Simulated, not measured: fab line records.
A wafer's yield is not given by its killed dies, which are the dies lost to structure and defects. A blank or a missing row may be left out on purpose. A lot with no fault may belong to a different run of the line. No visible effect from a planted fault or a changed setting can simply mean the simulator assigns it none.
Struck lot and sound lot, side by side | flow n5Finfet | 16 out of 1938 route steps
Sound: wafers L258.1, L258.5, L258.6. Wafers L261.1, L261.3, L261.4 were the ones struck. Last of all comes the cause.
Each step with rows lists, per side, the tool, then ch with its chambers, then its first start. Under that, the readings that differ: sound wafers | struck wafers | difference of the means | sigmas: that difference in standard deviations of wafers without a fault.
alike: a reading whose means differ by less than 2 such deviations, as well as words and numbers matching on both sides. not compared: withheld readings; readings where some wafer has no value; bounds like >300 that might hide an equal value; numbers whose values overlap and for which the record gives no deviation.
Wherever a step has rows on one side only, a row that says differs or no value, or a row with sigmas, the two part there. Non-overlapping numbers with no deviation appear without sigmas and do not part them. Lack of a reading on every wafer of one side parts them only where that side has two or more wafers.

first, 1 step without rows for these wafers: N5_SD_EPI_N_STRIP_36 (strips in N2/H2).
N5_SD_EPI_N_ETCHBACK_44: etches SiNx in CH3F/O2, stops on SiO2, target depth 14.5 nm.
  sound on rieDiel-05 ch 0,2,3, day 5 08:09; struck on rieDiel-04 ch 0,1,2, day 6 07:53
  alike: drypumpMotorCurrentA, oesProductAu, rfVppV, showerheadPlenumPTorr, throttleValvePct
  not compared: rfHoursCounterH
N5_SD_EPI_N_ETCH_45: etches SiOCN in CH3F/O2, target depth 6 nm.
  sound on rieDiel-05 ch 0,2,3, day 5 08:15; struck on rieDiel-04 ch 0,1,2, day 6 07:59
  alike: drypumpMotorCurrentA, oesProductAu, rfVppV, showerheadPlenumPTorr, throttleValvePct
  not compared: rfHoursCounterH
then, 2 steps without rows for these wafers: N5_SD_EPI_N_ETCH_16 (etches SiO2 in CHF3/O2, target depth 5 nm); N5_SD_EPI_N_STRIP_47 (strips in CHF3/O2).
N5_SD_EPI_N_SD_RECESS_17: chemistry HBr/Cl2/O2, target depth 41 nm, time 23.7 s, bt time 3 s.
  sound on rieSi-02 ch 0,2,3, day 5 08:25; struck on rieSi-06 ch 1,2, day 6 08:09
  alike: drypumpMotorCurrentA, oesProductAu, throttleValvePct
  not compared: rfHoursCounterH
N5_SD_EPI_N_STRIP_38: strips in N2/H2.
  sound on plasmaAsher-01 ch 0,1, day 5 08:31; struck on plasmaAsher-02 ch 0,1, day 6 08:14
  alike: drypumpMotorCurrentA, heaterPowerW, n2FlowSccm, oesProductAu
  not compared: rfHoursCounterH
then, 4 steps without rows for these wafers: N5_SD_EPI_N_WET_ETCH_43 (etches SiO2 in dHF, time 14 s, target depth 1.5 nm); N5_SD_EPI_N_STRIP_18 (strips in SPM, time 750 s); N5_SD_EPI_N_SRD_20 (time 30 s); N5_SD_EPI_N_PRECLEAN_48 (cleans in NF3:NH3, afs cycles 2, time 20 s, sublimation time 60 s).
N5_SD_EPI_N_VAPOR_ETCH_50: etches Si in HCl, time 54 s.
  sound on epiRpcvd-04 ch 0, day 5 09:14; struck on epiRpcvd-01 ch 0, day 6 09:06
  alike: throttleValvePct
N5_SD_EPI_N_EPI_21: deposits Si:P, time 690 s.
  struck on epiRpcvd-01, day 6 09:25; sound on epiRpcvd-04 ch 0, day 5 09:25
  no value came back on the struck wafers for chamberPressureTorr (Torr), epiGrowthTimeS (s); on the sound wafers chamberPressureTorr (Torr) reads 254.8 254.2 255.1
then, 1 step without rows for these wafers: N5_SD_EPI_N_PRECLEAN_24 (cleans in O3/DIW, time 60 s).
N5_BEOL_M4_RC_MEAS_101:
  the record has rows for the sound wafers here (prober-02 ch 0, day 11 09:07) and none for the struck ones
-- the record jumps here: 10 days lie between the struck wafers' starts before and after (it left off in module BEOL_M4 and takes up again in module PASSIVATION, whose first step shown is number 1936 of the route) --
N5_PASSIVATION_PROBE_49:
  struck on prober-02, day 16 17:03; sound on prober-02, day 16 15:42
reading                 | sound          | struck         | difference | sigmas
defectLimitedYield (%)  | 93.6 94.3 93.2 | 0 0 0          | -94        | -67
killedAtFrontEnd        | 23 20 34       | 1117 1114 1101 | +1085      | +90
killedDies              | 75 67 80       | 1180 1180 1180 | +1106      | +65
killedOnRim             | 8 8 15         | 152 152 152    | +142       | +34
killedShort             | 27 24 21       | 39 40 41       | +16        | +2
sort_bin_5_function (%) | 3.6 3.4 4.1    | 96.7 95.8 95.5 | +92.3      | +98
sort_bin_6_memory (%)   | 2.3 1.9 1.6    | 3.1 3.8 4.3    | +1.8       | +3
sortNPass               | 1105 1113 1100 | 0 0 0          | -1106      | -65
sortYieldPct (%)        | 93.6 94.3 93.2 | 0 0 0          | -94        | -67
  alike: killed_at_M0_to_M3, killed_at_M4_up, killedAtContacts, killedAtOther, killedOpen

== WHERE THEY PART ==
First at N5_SD_EPI_N_EPI_21; last, within this record, at N5_PASSIVATION_PROBE_49.

WHY: whatever the simulator had introduced
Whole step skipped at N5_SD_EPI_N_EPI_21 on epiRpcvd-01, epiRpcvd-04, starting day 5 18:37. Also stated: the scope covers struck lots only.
